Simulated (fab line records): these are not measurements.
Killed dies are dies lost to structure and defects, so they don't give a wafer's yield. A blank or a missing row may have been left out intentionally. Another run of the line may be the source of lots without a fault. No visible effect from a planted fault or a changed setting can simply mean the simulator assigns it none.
fab line records -- flow nand-harc
record lots=15, wafers=42, last-day=24
route steps=1159 shown P_GATE@207 P_CONTACT@249 P_M0@265 END@1159
lots that met no fault: taken from a fault-free run of the same line
start-h: start of the lot's first displayed wafer, in hours after the record's first day -- wait-h: hours since the lot's step before -- " identical to the entry in the row above -- L1.1+2: a row that stands for several wafers -- - no value, or no start given -- * or withheld: withheld -- < > ~ a bound
route shown NAME@n: a module of which the file shows steps, and the number in the route of the first -- usual: the fault-free wafers' mean and standard deviation -- same: alike in all rows -- chamber/n: place in a boat -- sites: readings site by site -- _std_site: the standard deviation of these -- _edge_site: the outer-site mean with the inner-site mean subtracted -- radius-mm: how far each site lies from the wafer's centre -- mask NAME#n: copy n -- behind: the tool/chamber that last shaped the wafer -- hold: why the lot went on hold/how many hours it stayed there/how the hold came to an end -- device: whichever transistor did not switch (one of n, p or np) -- end of line: tests run on the same wafers once the route is complete -- step lacking rows: just its recipe -- killed: count of dies lost to structure and defects at first sort (not the wafer's yield) -- map: per-die view of a wafer (x killed, . not killed, _ where there is no die)
set.NAME: the setting as run; set.NAME@STEP: as run at that earlier step -- model.NAME: the simulator's own value behind a step, which no gauge read
steps of the route over a sample of lots; a table a step, a row a wafer
services: a tool's chamber out of use, with start hour (start-h, from the record's first day; less than 0 if before it), hours out, and reason
## steps
# step NHARC_P_GATE_RTA_64
# recipe temp-c=1050, time-s=1
# usual lamp-power-pct=32/3.7, wafer_temp_C_max=1055.3/1.6
lot.wafer,tool,chamber,start-h,wait-h,lamp-power-pct,wafer_temp_C_max
L754.1,rtp-anneal-01,0,103.52,-,30,1055.2
L754.4,rtp-anneal-01,0,103.52,-,30,1058.6
L754.6,rtp-anneal-01,0,103.52,-,30,1055.4
L755.1,rtp-anneal-01,0,105.36,-,30,1055.3
L755.2,rtp-anneal-01,0,105.36,-,30,1055.5
L755.5,rtp-anneal-01,0,105.36,-,30,1059.2
L757.1,rtp-anneal-01,0,122.42,-,30,1055.3
L757.2,rtp-anneal-01,0,122.42,-,30,1055.3
L757.6,rtp-anneal-01,0,122.42,-,30,1053.7
L756.1,rtp-anneal-01,0,123.14,-,30,1058.2
L756.4,rtp-anneal-01,0,123.14,-,30,1055.4
L756.6,rtp-anneal-01,0,123.14,-,30,1056.3
L758.1,rtp-anneal-01,0,129.76,-,30,1056.4
L758.2,rtp-anneal-01,0,129.76,-,30,1054.9
L758.3,rtp-anneal-01,0,129.76,-,30,1056.8
L759.2,rtp-anneal-02,0,136.03,-,38,1053.2
L759.4,rtp-anneal-02,0,136.03,-,38,1056.5
L759.6,rtp-anneal-02,0,136.03,-,38,1053.1
L764.3,rtp-anneal-01,0,162.66,-,30,1056.1
L764.5,rtp-anneal-01,0,162.66,-,30,1054.7
L765.3,rtp-anneal-02,0,186.32,-,38,1053.0
L765.5,rtp-anneal-02,0,186.32,-,38,1053.9
L768.3,rtp-anneal-02,0,192.78,-,38,1052.4
L768.4,rtp-anneal-02,0,192.78,-,38,1054.5
L770.1,rtp-anneal-01,0,203.48,-,30,1056.3
L770.3,rtp-anneal-01,0,203.48,-,30,1055.4
L770.4,rtp-anneal-01,0,203.48,-,30,1057.5
L772.1,rtp-anneal-01,0,215.02,-,30,1058.6
L772.4,rtp-anneal-01,0,215.02,-,30,1055.1
L772.5,rtp-anneal-01,0,215.02,-,30,1054.4
L773.2,rtp-anneal-01,0,222.41,-,30,1054.9
L773.4,rtp-anneal-01,0,222.41,-,30,1055.6
L773.6,rtp-anneal-01,0,222.41,-,30,1054.8
L775.1,rtp-anneal-02,0,234.51,-,37,1053.4
L775.2,rtp-anneal-02,0,234.51,-,38,1055.4
L775.3,rtp-anneal-02,0,234.51,-,38,1053.9
L776.1,rtp-anneal-02,0,239.06,-,37,1054.8
L776.3,rtp-anneal-02,0,239.06,-,38,1053.1
L776.4,rtp-anneal-02,0,239.06,-,37,1055.3
L777.1,rtp-anneal-02,0,246.28,-,38,1054.0
L777.4,rtp-anneal-02,0,246.28,-,38,1055.3
L777.5,rtp-anneal-02,0,246.28,-,38,1051.9
# step NHARC_P_GATE_DEGAS_109
# recipe temp-c=300, time-s=60
# usual heater-power-w=471/60
lot.wafer,tool,chamber,start-h,wait-h,heater-power-w
L754.4,pvd-sputter-02,-,103.83,0.1,421
L754.1,pvd-sputter-02,-,103.83,0.1,585
L754.6,pvd-sputter-02,-,103.83,0.1,545
L755.2,pvd-sputter-01,-,105.66,0.1,425
L755.1,pvd-sputter-01,-,105.66,0.1,504
L755.5,pvd-sputter-01,-,105.66,0.1,434
L757.2,pvd-sputter-03,-,122.73,0.1,455
L757.1,pvd-sputter-03,-,122.73,0.1,465
L757.6,pvd-sputter-03,-,122.73,0.1,470
L756.1,pvd-sputter-01,-,123.45,0.1,405
L756.4,pvd-sputter-01,-,123.45,0.1,507
L756.6,pvd-sputter-01,-,123.45,0.1,409
L758.2,pvd-sputter-02,-,130.08,0.1,599
L758.1,pvd-sputter-02,-,130.08,0.1,479
L758.3,pvd-sputter-02,-,130.08,0.1,411
L759.2,pvd-sputter-01,-,136.30,0.1,407
L759.4,pvd-sputter-01,-,136.30,0.1,426
L759.6,pvd-sputter-01,-,136.30,0.1,525
L764.3,pvd-sputter-02,-,162.91,0.1,415
L764.5,pvd-sputter-02,-,162.91,0.1,614
L765.3,pvd-sputter-01,-,186.59,0.1,440
L765.5,pvd-sputter-01,-,186.59,0.1,449
L768.3,pvd-sputter-03,-,193.03,0.1,393
L768.4,pvd-sputter-03,-,193.03,0.1,463
L770.3,pvd-sputter-01,-,203.79,0.1,436
L770.4,pvd-sputter-01,-,203.79,0.1,461
L770.1,pvd-sputter-01,-,203.79,0.1,397
L772.4,pvd-sputter-01,-,215.40,0.2,456
L772.1,pvd-sputter-01,-,215.40,0.2,406
L772.5,pvd-sputter-01,-,215.40,0.2,440
L773.4,pvd-sputter-01,-,222.69,0.1,431
L773.2,pvd-sputter-01,-,222.69,0.1,444
L773.6,pvd-sputter-01,-,222.69,0.1,434
L775.3,pvd-sputter-02,-,234.86,0.1,558
L775.2,pvd-sputter-02,-,234.86,0.1,460
L775.1,pvd-sputter-02,-,234.86,0.1,413
L776.3,pvd-sputter-03,-,239.40,0.1,384
L776.4,pvd-sputter-03,-,239.40,0.1,456
L776.1,pvd-sputter-03,-,239.40,0.1,477
L777.4,pvd-sputter-01,-,246.60,0.1,439
L777.1,pvd-sputter-01,-,246.60,0.1,452
L777.5,pvd-sputter-01,-,246.60,0.1,537
# step NHARC_P_CONTACT_CMP_24
# recipe t-overpolish-s=30, target-thk-nm=200
# usual motor-current-A=12.2/1.2, overpolish-run-s=30.000/0.01, pad-life-wafers=259/180, time-to-endpoint-s=40.3/2.1
lot.wafer,tool,chamber,start-h,wait-h,motor-current-A,overpolish-run-s,pad-life-wafers,time-to-endpoint-s
L755.2,cmp-04,0,119.46,0.5,11.3,29.997,61,39.5
L755.1,cmp-04,2,119.46,0.5,11.6,30.018,63,42.0
L755.5,cmp-04,0,119.46,0.5,12.0,29.999,-,39.0
L754.1,cmp-02,3,119.95,0.6,14.7,30.008,546,40.8
L754.4,cmp-02,2,119.95,0.6,10.2,29.996,549,37.0
L754.6,cmp-02,0,119.95,0.6,13.8,30.011,-,40.7
L757.1,cmp-04,3,132.60,0.5,13.1,29.989,108,39.4
L757.2,cmp-04,2,132.60,0.5,11.5,30.009,111,40.2
L757.6,cmp-04,3,132.60,0.5,12.7,30.025,-,37.2
L756.4,cmp-02,2,132.67,0.4,10.4,29.998,1,39.7
L756.1,cmp-02,3,132.67,0.4,14.3,29.999,2,39.5
L756.6,cmp-02,2,132.67,0.4,10.2,30.011,-,41.2
L758.1,cmp-03,3,135.70,0.6,12.1,29.979,456,37.2
L758.3,cmp-03,1,135.70,0.6,13.9,29.993,458,39.8
L758.2,cmp-03,2,135.70,0.6,13.0,30.013,459,38.7
L759.4,cmp-02,2,142.96,0.3,10.3,30.016,60,37.2
L759.2,cmp-02,0,142.96,0.3,13.2,29.982,62,40.0
L759.6,cmp-02,2,142.96,0.3,9.5,30.002,-,37.9
L764.3,cmp-02,2,168.87,0.4,10.4,29.998,177,41.4
L764.5,cmp-02,3,168.87,0.4,14.2,29.992,-,22.3
L765.3,cmp-02,1,192.64,0.3,12.0,29.994,307,41.3
L765.5,cmp-02,1,192.64,0.3,12.8,30.009,-,23.1
L768.3,cmp-02,0,202.34,0.3,13.7,30.009,348,40.4
L768.4,cmp-02,3,202.34,0.3,13.6,30.000,351,22.7
L770.4,cmp-04,3,211.49,0.4,13.0,30.005,18,41.7
L770.1,cmp-04,0,211.49,0.4,11.3,30.005,19,39.7
L770.3,cmp-04,2,211.49,0.4,11.6,30.009,21,38.9
L772.1,cmp-04,0,223.14,0.5,11.8,30.006,74,40.6
L772.4,cmp-04,1,223.14,0.5,11.5,30.000,75,44.5
L772.5,cmp-04,3,223.14,0.5,12.9,29.992,-,45.0
L773.4,cmp-04,2,231.83,0.3,10.9,29.991,145,43.8
L773.2,cmp-04,3,231.83,0.3,12.8,29.991,146,43.0
L773.6,cmp-04,2,231.83,0.3,11.5,30.004,-,43.9
L775.3,cmp-03,3,243.88,0.3,12.6,29.999,528,40.2
L775.1,cmp-03,1,243.88,0.3,13.9,30.006,530,44.3
L775.2,cmp-03,2,243.88,0.3,13.7,29.985,531,42.5
L776.3,cmp-04,0,244.87,0.3,12.2,30.006,229,39.9
L776.1,cmp-04,1,244.87,0.3,11.3,29.987,230,38.4
L776.4,cmp-04,2,244.87,0.3,11.6,29.976,231,37.6
L777.1,cmp-03,2,253.88,0.5,14.0,29.993,601,44.0
L777.4,cmp-03,0,253.88,0.5,10.2,29.991,603,40.9
L777.5,cmp-03,2,253.88,0.5,13.4,29.991,-,42.2
# step NHARC_P_M0_INSPECT_11
# usual raw-defect-count=4.0/2.9
lot.wafer,tool,chamber,start-h,wait-h,raw-defect-count
L755.1,defect-inspect-02,-,121.02,0.0,5
L755.2,defect-inspect-02,-,121.02,0.0,2
L755.5,defect-inspect-02,-,121.02,0.0,4
L754.1,defect-inspect-01,-,121.39,0.0,3
L754.4,defect-inspect-01,-,121.39,0.0,6
L754.6,defect-inspect-01,-,121.39,0.0,3
L756.1,defect-inspect-01,-,134.08,0.0,2
L756.4,defect-inspect-01,-,134.08,0.0,2
L756.6,defect-inspect-01,-,134.08,0.0,2
L757.1,defect-inspect-02,-,134.24,0.0,5
L757.2,defect-inspect-02,-,134.24,0.0,7
L757.6,defect-inspect-02,-,134.24,0.0,1
L758.1,defect-inspect-02,-,137.06,0.0,1
L758.2,defect-inspect-02,-,137.06,0.0,1
L758.3,defect-inspect-02,-,137.06,0.0,5
L759.2,defect-inspect-01,-,144.39,0.0,2
L759.4,defect-inspect-01,-,144.39,0.0,5
L759.6,defect-inspect-01,-,144.39,0.0,7
L764.3,defect-inspect-01,-,170.11,0.0,4
L764.5,defect-inspect-01,-,170.11,0.0,4
L765.3,defect-inspect-02,-,193.93,0.0,0
L765.5,defect-inspect-02,-,193.93,0.0,5
L768.3,defect-inspect-01,-,203.90,0.0,5
L768.4,defect-inspect-01,-,203.90,0.0,2
L770.1,defect-inspect-01,-,212.96,0.0,3
L770.3,defect-inspect-01,-,212.96,0.0,6
L770.4,defect-inspect-01,-,212.96,0.0,5
L772.1,defect-inspect-01,-,224.54,0.1,6
L772.4,defect-inspect-01,-,224.54,0.1,1
L772.5,defect-inspect-01,-,224.54,0.1,4
L773.2,defect-inspect-02,-,233.23,0.0,3
L773.4,defect-inspect-02,-,233.23,0.0,2
L773.6,defect-inspect-02,-,233.23,0.0,5
L775.1,defect-inspect-01,-,245.31,0.0,1
L775.2,defect-inspect-01,-,245.31,0.0,7
L775.3,defect-inspect-01,-,245.31,0.0,5
L776.1,defect-inspect-02,-,246.56,0.0,3
L776.3,defect-inspect-02,-,246.56,0.0,6
L776.4,defect-inspect-02,-,246.56,0.0,5
L777.1,defect-inspect-01,-,255.27,0.0,3
L777.4,defect-inspect-01,-,255.27,0.0,4
L777.5,defect-inspect-01,-,255.27,0.0,5
# step NHARC_END_SORT_01
# recipe temp-c=25
# usual killed-at-array=26/9.6, killed-at-other=0.7/0.92, killed-at-periphery=3.8/2.7, killed-dies=31/10, killed-open=3.3/1.7, killed-short=1.8/1.3
# same gross-dies=677
lot.wafer,tool,chamber,start-h,wait-h,killed-at-array,killed-at-other,killed-at-periphery,killed-dies,killed-open,killed-short
L764.3,prober-02,0,487.72,3.1,27,0,3,30,0,1
L764.5,prober-02,0,489.34,3.7,29,0,5,34,4,1
L765.3,prober-01,0,523.64,3.1,42,1,5,48,3,2
L765.5,prober-01,0,525.24,3.7,36,0,3,39,3,1
L772.1,prober-02,0,552.43,2.5,22,2,6,30,5,2
L772.4,prober-02,0,554.80,3.4,18,0,7,25,2,3
L772.5,prober-02,0,555.59,3.7,19,0,6,25,3,1
L775.1,prober-02,0,560.90,2.5,33,1,2,36,4,3
L775.2,prober-02,0,561.70,2.8,33,4,1,38,1,2
L775.3,prober-02,0,562.50,3.1,38,2,2,42,3,2
L773.2,prober-01,0,569.53,2.8,25,1,2,28,2,1
L773.4,prober-01,0,571.15,3.4,30,0,0,30,5,3
L773.6,prober-01,0,572.78,4.1,28,1,3,32,1,2
# killed by level:class
L764.3 A_CHANNEL_HOLE_D1:chamber-film-flake=16 A_SLIT:chamber-film-flake=8 A_ZERO_WELL:chamber-film-flake=3 P_GATE:geometric-particle:short=1 P_ZERO_WELL:chamber-film-flake=1 P_GATE:chamber-film-flake=1
L764.5 A_CHANNEL_HOLE_D1:chamber-film-flake=18 A_SLIT:chamber-film-flake=6 P_GATE:geometric-particle:open=2 P_GATE:chamber-film-flake=2 P_CONTACT:geometric-particle:open=1 A_WL_FILL:geometric-particle:short=1 A_CONTACT:geometric-particle:open=1 A_STAIRCASE:chamber-film-flake=1
L765.3 A_CHANNEL_HOLE_D1:chamber-film-flake=22 A_SLIT:chamber-film-flake=7 A_STAIRCASE:chamber-film-flake=3 A_SGD_CUT:chamber-film-flake=3 A_CONTACT:geometric-particle:open=2 P_M1:chamber-film-flake=2 A_CHANNEL_FILL_D1:chamber-film-flake=2 A_CONTACT:chamber-film-flake=2
L765.5 A_CHANNEL_HOLE_D1:chamber-film-flake=14 A_SLIT:chamber-film-flake=8 A_SGD_CUT:chamber-film-flake=5 A_CONTACT:chamber-film-flake=3 A_CHANNEL_FILL_D1:chamber-film-flake=2 P_M0:geometric-particle:open=1 P_M2:geometric-particle:open=1 A_CHANNEL_FILL_D1:geometric-particle:short=1
L772.1 A_CHANNEL_HOLE_D1:chamber-film-flake=6 A_SLIT:chamber-film-flake=6 A_CONTACT:chamber-film-flake=5 P_M0:geometric-particle:open=2 A_CHANNEL_FILL_D1:chamber-film-flake=2 THIN_TSV:chamber-film-flake=2 P_M1:geometric-particle:open=1 P_M2:geometric-particle:open=1
L772.4 A_SLIT:chamber-film-flake=10 P_M0:chamber-film-flake=3 A_CONTACT:chamber-film-flake=3 P_CONTACT:geometric-particle:open=1 P_CONTACT:geometric-particle:short=1 P_M0:geometric-particle:short=1 A_SOURCE_PLATE:geometric-particle:open=1 A_CONTACT:geometric-particle:short=1
L772.5 A_SLIT:chamber-film-flake=10 P_ZERO_WELL:chamber-film-flake=2 A_ZERO_WELL:chamber-film-flake=2 A_CHANNEL_HOLE_D1:chamber-film-flake=2 A_CONTACT:chamber-film-flake=2 P_GATE:geometric-particle:open=1 P_CONTACT:geometric-particle:short=1 P_CONTACT:geometric-particle:open=1
L775.1 A_CHANNEL_HOLE_D1:chamber-film-flake=21 A_WL_FILL:chamber-film-flake=3 A_CONTACT:chamber-film-flake=3 A_ONON_D1:geometric-particle:open=2 A_ONON_D1:geometric-particle:short=2 P_GATE:geometric-particle:open=1 P_M1:geometric-particle:short=1 A_CONTACT:geometric-particle:open=1
L775.2 A_CHANNEL_HOLE_D1:chamber-film-flake=20 A_WL_FILL:chamber-film-flake=6 A_CONTACT:chamber-film-flake=3 THIN_TSV:chamber-film-flake=3 A_ONON_D1:geometric-particle:short=2 P_M1:geometric-particle:open=1 A_ZERO_WELL:chamber-film-flake=1 A_STAIRCASE:chamber-film-flake=1
L775.3 A_CHANNEL_HOLE_D1:chamber-film-flake=25 A_CONTACT:chamber-film-flake=8 A_WL_FILL:chamber-film-flake=2 P_M1:geometric-particle:open=1 P_M2:geometric-particle:short=1 A_WL_FILL:geometric-particle:open=1 A_WL_FILL:geometric-particle:short=1 STARTING-WAFER:geometric-particle:open=1
L773.2 A_CHANNEL_HOLE_D1:chamber-film-flake=10 A_CONTACT:chamber-film-flake=9 A_STAIRCASE:chamber-film-flake=4 P_M0:geometric-particle:open=1 A_ONON_D1:geometric-particle:short=1 A_CONTACT:geometric-particle:open=1 P_M0:chamber-film-flake=1 THIN_TSV:chamber-film-flake=1
L773.4 A_CONTACT:chamber-film-flake=10 A_CHANNEL_HOLE_D1:chamber-film-flake=7 A_STAIRCASE:chamber-film-flake=5 A_ONON_D1:geometric-particle:open=1 A_ONON_D1:geometric-particle:short=1 A_SGD_CUT:geometric-particle:short=1 A_SGD_CUT:geometric-particle:open=1 A_WL_FILL:geometric-particle:short=1
L773.6 A_CHANNEL_HOLE_D1:chamber-film-flake=12 A_CONTACT:chamber-film-flake=12 P_ZERO_WELL:chamber-film-flake=3 A_SOURCE_PLATE:geometric-particle:short=1 A_ONON_D1:geometric-particle:open=1 A_CHANNEL_FILL_D1:geometric-particle:short=1 A_STAIRCASE:chamber-film-flake=1 THIN_TSV:chamber-film-flake=1
## services
tool,chamber,start-h,hours,kind
cmp-02,-,82.53,1.8,repair
pvd-sputter-03,-,91.91,2.4,repair
pvd-sputter-03,-,96.33,1.0,repair
pvd-sputter-03,-,102.00,10.0,pm
cmp-04,-,105.17,4.0,pm
cmp-04,-,109.17,-,consumable-replace:conditioner
cmp-04,-,109.17,-,consumable-replace:pad
cmp-02,-,128.50,4.0,pm
cmp-02,-,134.29,1.5,repair
cmp-02,-,145.79,3.1,repair
cmp-03,-,156.00,4.0,pm
pvd-sputter-01,-,158.00,10.0,pm
cmp-02,-,173.00,0.4,repair
cmp-03,-,178.00,1.1,repair
pvd-sputter-01,-,179.54,2.9,repair
cmp-04,-,181.05,0.7,repair
pvd-sputter-02,-,195.66,9.3,repair
cmp-02,-,195.89,4.7,repair
cmp-04,-,203.17,4.0,pm
pvd-sputter-02,-,214.04,10.0,pm
cmp-02,-,226.50,4.0,pm
cmp-02,-,233.37,2.2,repair
cmp-04,-,242.97,0.8,repair
pvd-sputter-02,-,249.42,1.5,repair
## key
first-sign step=NHARC_P_CONTACT_CMP_24, reading=time-to-endpoint-s, direction=down, sigmas=8.4, usual=*, struck=*
effect none on later readings
met-at NHARC_P_CONTACT_CMP_24
struck-lots L764,L765,L768
struck-wafers L764.5,L765.5,L768.4
tester-left-out L764,L765,L768
not-acting-at NHARC_P_GATE_RTA_64,NHARC_P_GATE_DEGAS_109,NHARC_P_M0_INSPECT_11
onset-between 142.96 168.87
fault kind=process-parameter-drift, tool=cmp-02, chamber=-, onset-h=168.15, steps=NHARC_P_CONTACT_CMP_24, channel=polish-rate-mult, offset=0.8, shape=step, end-h=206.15, scope=struck-wafers-only
# tester-left-out: of these lots the tester's yield and bins aren't shown, on N5 and GAA mostly nor the transistor test; their killed dies are dies lost to structure and defects alone, not to doping, threshold or leakage, so they don't give the yield
